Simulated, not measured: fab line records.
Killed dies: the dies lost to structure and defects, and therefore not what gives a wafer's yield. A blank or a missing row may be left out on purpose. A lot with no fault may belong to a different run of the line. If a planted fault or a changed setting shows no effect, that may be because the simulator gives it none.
Which tool was responsible?    flow n5_finfet    27 wafers from 9 lots sampled at 6 of the route's 1938 steps

WHAT THE GAUGES READ, wafer by wafer
N5_MOL_CONTACT_COAG_INSPECT_57: inspects for defects (brightfield).
lot   measured      on                 raw_defect_count
L514  day 6 01:33   defect_inspect-01  272 183 221
L518  day 7 02:10   defect_inspect-01  203 255 295
L519  day 7 07:53   defect_inspect-01  167 200 244
L525  day 9 02:23   defect_inspect-02  286 263 180
L526  day 9 04:00   defect_inspect-01  224 253 155
L528  day 10 05:00  defect_inspect-01  268 214 1135
L530  day 10 07:28  defect_inspect-02  155 160 259
L532  day 10 14:41  defect_inspect-02  240 218 1143
L533  day 10 19:01  defect_inspect-02  291 278 152

N5_BEOL_M4_RC_MEAS_101.
lot   measured      on         DIBL_N (mV/V)   DIBL_P (mV/V)   IOFF_N (nA/um)     IOFF_P (nA/um)  ION_N (uA/um)  ION_P (uA/um)  SS_N (mV/dec)   SS_P (mV/dec)   VT_N (mV)          VT_P (mV)
L514  day 8 18:03   prober-02  34.7 36.7 35.4  34.0 37.3 35.1  0.134 0.164 0.147  0.16 0.21 0.17  658 661 650    450 457 446    70.6 71.9 71.8  72.6 73.3 72.7  253.2 253.0 254.2  -257 -250 -256
L518  day 9 20:32   prober-01  37.5 39.8 36.0  36.6 38.7 34.4  0.156 0.211 0.128  0.18 0.21 0.16  666 682 651    452 453 437    71.0 72.3 71.1  73.1 73.9 73.0  250.0 246.5 256.1  -257 -255 -259
L519  day 10 02:59  prober-02  37.6 35.8 35.6  38.5 37.4 37.4  0.184 0.158 0.165  0.24 0.22 0.22  698 686 696    475 467 477    72.1 71.1 71.1  73.9 73.5 73.4  245.7 250.7 247.4  -249 -249 -248
L525  day 12 11:15  prober-02  37.1 38.5 34.4  37.4 39.3 34.7  0.173 0.206 0.120  0.23 0.26 0.17  671 692 666    463 472 460    72.1 72.1 70.2  73.3 73.4 72.3  249.0 246.0 255.4  -249 -246 -254
L526  day 12 12:49  prober-02  36.2 35.3 35.5  35.3 34.9 35.6  0.141 0.142 0.138  0.18 0.18 0.18  677 668 685    464 460 457    70.7 71.1 71.1  73.0 72.6 73.1  250.3 249.4 251.5  -253 -252 -254
L528  day 12 17:14  prober-01  35.9 37.0 38.6  35.2 37.2 40.1  0.144 0.162 0.212  0.20 0.23 0.30  699 691 705    475 467 488    71.7 71.6 72.1  73.5 74.1 74.0  248.9 248.4 245.7  -250 -251 -242
L530  day 13 19:52  prober-02  38.4 37.6 37.1  36.8 36.5 35.7  0.179 0.163 0.161  0.26 0.25 0.22  673 666 658    468 467 457    72.1 72.0 72.8  73.3 74.1 73.2  249.6 249.4 253.0  -247 -247 -247
L532  day 14 08:34  prober-02  35.0 34.2 32.9  34.8 34.5 33.3  0.149 0.141 0.116  0.22 0.22 0.19  664 686 666    463 482 469    71.1 70.4 71.3  72.8 73.0 73.1  250.4 249.9 252.7  -248 -248 -251
L533  day 14 01:01  prober-01  38.4 36.2 36.0  38.9 36.3 35.3  0.223 0.157 0.158  0.30 0.23 0.21  690 666 675    478 461 461    73.0 71.9 71.6  74.6 73.7 72.9  246.9 252.2 252.8  -245 -248 -252

WHAT TOOL EACH LOT RAN ON (gives the tool, then ch and the chambers of the sampled wafers, and finally the start)
lot   N5_MOL_CONTACT_COAG_SIL_ANNEAL_21  N5_MOL_CONTACT_COAG_PECVD_31     N5_MOL_CONTACT_COAG_ETCH_91         N5_MOL_CONTACT_COAG_STRIP_119
L514  rtp_anneal-01 ch 0, day 5 16:23    pecvd-03 ch 0,1, day 6 01:07     rie_diel-02 ch 0,1, day 6 02:17     plasma_asher-01 ch 0, day 6 02:36
L518  rtp_anneal-01 ch 0, day 6 18:48    pecvd-01 ch 1,2, day 7 01:37     rie_diel-05 ch 0,1,3, day 7 02:48   plasma_asher-02 ch 0,1, day 7 03:07
L519  rtp_anneal-01 ch 0, day 7 00:22    pecvd-01 ch 1,2, day 7 07:26     rie_diel-05 ch 0,2,3, day 7 08:21   plasma_asher-01 ch 0,1, day 7 08:40
L525  rtp_anneal-02 ch 0, day 8 13:08    pecvd-04 ch 1,2, day 9 01:50     rie_diel-05 ch 0,1,3, day 9 02:56   plasma_asher-02 ch 0,1, day 9 03:15
L526  rtp_anneal-01 ch 0, day 8 18:26    pecvd-01 ch 0,2, day 9 03:34     rie_diel-04 ch 1,3, day 9 04:28     plasma_asher-02 ch 1, day 9 04:47
L528  rtp_anneal-02 ch 0, day 9 20:01    pecvd-01 ch 0,1,2, day 10 04:27  rie_diel-04 ch 0,1,3, day 10 05:33  plasma_asher-02 ch 0,1, day 10 05:54
L530  rtp_anneal-01 ch 0, day 9 22:33    pecvd-03 ch 1,2, day 10 07:02    rie_diel-02 ch 1,2,3, day 10 07:51  plasma_asher-01 ch 0,1, day 10 08:13
L532  rtp_anneal-02 ch 0, day 10 07:07   pecvd-01 ch 0,2, day 10 14:16    rie_diel-04 ch 0,1,3, day 10 15:20  plasma_asher-01 ch 0,1, day 10 15:39
L533  rtp_anneal-01 ch 0, day 10 12:39   pecvd-03 ch 1,2, day 10 18:34    rie_diel-02 ch 0,3, day 10 19:24    plasma_asher-02 ch 1, day 10 19:43
- N5_MOL_CONTACT_COAG_SIL_ANNEAL_21: time 60 s.
- N5_MOL_CONTACT_COAG_PECVD_31: deposits SiO2 from TEOS/O2, target thk 46 nm, time 8.9 s.
- N5_MOL_CONTACT_COAG_ETCH_91: etches SOC in N2/H2, target depth 60 nm, overetch 21 nm, time 101.2 s.
- N5_MOL_CONTACT_COAG_STRIP_119: strips in N2/H2, time 30 s.

AS READ BY THE TOOLS THEMSELVES (means over the sampled wafers that have a number; for cases with no such wafer, the mark the record gives instead)
N5_MOL_CONTACT_COAG_SIL_ANNEAL_21.
lot   tool           lamp_power_pct (%)  lamp_zone_3_pct (%)  wafer_temp_C_max
L514  rtp_anneal-01  7.1                 7.1                  551.4
L518  rtp_anneal-01  7.1                 7.1                  551.8
L519  rtp_anneal-01  7.1                 7.1                  552.0
L525  rtp_anneal-02  8.3                 8.3                  555.0
L526  rtp_anneal-01  7.1                 7.1                  551.5
L528  rtp_anneal-02  8.3                 8.3                  554.9
L530  rtp_anneal-01  7.1                 7.1                  551.8
L532  rtp_anneal-02  8.3                 8.3                  554.5
L533  rtp_anneal-01  7.1                 7.1                  551.8

N5_MOL_CONTACT_COAG_ETCH_91.
lot   tool         drypump_motor_current_A (A)  oes_product_au (a.u.)  rf_vpp_V (V)  showerhead_plenum_p_Torr (Torr)  throttle_valve_pct (%)
L514  rie_diel-02  5.6                          0.67                   522.7         2.48                             17.70
L518  rie_diel-05  5.6                          0.75                   524.6         2.57                             17.75
L519  rie_diel-05  5.9                          0.70                   526.5         2.62                             17.90
L525  rie_diel-05  5.5                          0.73                   524.2         2.56                             17.77
L526  rie_diel-04  5.7                          0.68                   525.4         2.61                             17.72
L528  rie_diel-04  5.7                          0.69                   524.8         2.56                             17.56
L530  rie_diel-02  5.7                          0.70                   525.6         2.61                             17.59
L532  rie_diel-04  5.7                          0.68                   523.9         2.56                             17.55
L533  rie_diel-02  5.8                          0.64                   523.2         2.47                             17.71

N5_MOL_CONTACT_COAG_STRIP_119.
lot   tool             drypump_motor_current_A (A)  heater_power_w (W)
L514  plasma_asher-01  6.2                          340
L518  plasma_asher-02  5.9                          397
L519  plasma_asher-01  5.3                          314
L525  plasma_asher-02  6.1                          413
L526  plasma_asher-02  6.4                          419
L528  plasma_asher-02  6.2                          412
L530  plasma_asher-01  5.8                          327
L532  plasma_asher-01  5.3                          317
L533  plasma_asher-02  6.3                          427

THE ANSWER, worked out from the rows above alone
Rule: the lots themselves supply what counts as usual. The widest of any qualifying gaps counts: lots, ordered by their means at a reading, are off when they make up no more than a third of the lots, leave a main group of 4 or more, and stand apart from it by 3 or more times the standard deviation of that group's means. A main group is skipped when, at the precision printed for the reading in the tables above, its means are all equal. Also off: a lot with no number at a reading for which 4 or more lots have one. Any other lot the step has rows for is counted as sound. Order of review: gauges by route order, followed by the tools' own readings, for which a lot's mean as printed above is used. At the first step where some lot is off, the reading lying furthest off is the one used; lots without a number count as furthest.
Off: L528, L532, at N5_MOL_CONTACT_COAG_INSPECT_57 (raw_defect_count). The main group has a mean of 224 with a standard deviation of 21.
If a tool, at a process step before that reading, ran all the lots that are off and no sound lot after the first of them, it fits. Not tried: the gauges at N5_MOL_CONTACT_COAG_INSPECT_57; whatever is off there is also off at N5_MOL_CONTACT_COAG_SIL_ANNEAL_21, on other tools, and gauge error can't account for it. This does not decide it: 2 tools fit, namely rtp_anneal-02 at N5_MOL_CONTACT_COAG_SIL_ANNEAL_21 and pecvd-01 at N5_MOL_CONTACT_COAG_PECVD_31.

WHAT HAD BEEN PUT IN BY THE SIMULATOR
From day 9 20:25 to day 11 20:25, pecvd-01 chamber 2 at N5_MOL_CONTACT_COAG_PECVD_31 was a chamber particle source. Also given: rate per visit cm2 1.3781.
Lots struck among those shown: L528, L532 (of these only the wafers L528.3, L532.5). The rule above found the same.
